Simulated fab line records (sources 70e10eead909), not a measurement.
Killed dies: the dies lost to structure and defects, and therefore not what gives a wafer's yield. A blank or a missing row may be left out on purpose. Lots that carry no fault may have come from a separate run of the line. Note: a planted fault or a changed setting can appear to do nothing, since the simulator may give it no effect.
Matching of chambers + flow nand_harc + rie_diel-09 running NHARC_A_STAIRCASE_DESCUM_252: 4 sister chambers
The step chemistry O2, time 3 s. 4 wafers are shown with their chamber, then 8 later ones without.

== WAFERS WITH THEIR CHAMBER ==
| wafer  | chamber | drypump_motor_current_A (A) |
|--------|---------|-----------------------------|
| L077.1 | 0       | 6.0                         |
| L084.3 | 1       | 5.9                         |
| L084.5 | 2       | 6.2                         |
| L087.1 | 3       | 5.3                         |

== WAFERS MISSING THEIR CHAMBER ==
| wafer  | drypump_motor_current_A (A) |
|--------|-----------------------------|
| L087.3 | 5.9                         |
| L087.6 | 6.2                         |
| L089.3 | 6.2                         |
| L089.5 | 6.0                         |
| L089.6 | 5.4                         |
| L093.1 | 6.1                         |
| L093.3 | 5.9                         |
| L093.6 | 6.2                         |

== WHICH CHAMBER EACH WENT THROUGH ==
| wafer  | from the rows above          | in truth |
|--------|------------------------------|----------|
| L087.3 | can't be placed: 1 or 0      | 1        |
| L087.6 | 2                            | 2        |
| L089.3 | 2                            | 2        |
| L089.5 | can't be placed: 0 or 1      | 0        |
| L089.6 | 3                            | 3        |
| L093.1 | can't be placed: 0 or 2 or 1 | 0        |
| L093.3 | can't be placed: 1 or 0      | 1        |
| L093.6 | 2                            | 2        |
Correct placement for 4 of the 8. These rows do not allow placing 4 (true chamber among the candidates in 4). Wrongly placed: 0.
How it was worked out, from the rows above alone: a wafer's distance from a chamber is the root of the sum, over the readings, of the square of ((its reading less the chamber's mean) divided by the reading's scatter). The wafer belongs to the nearest chamber; if the next one is less than 2 further off, it can't be placed. For every chamber, the mean is computed from those of its wafers that are shown. The scatter: with one shown wafer a chamber, the root of the mean of the squares of how far each hidden wafer lies from its nearest shown one.
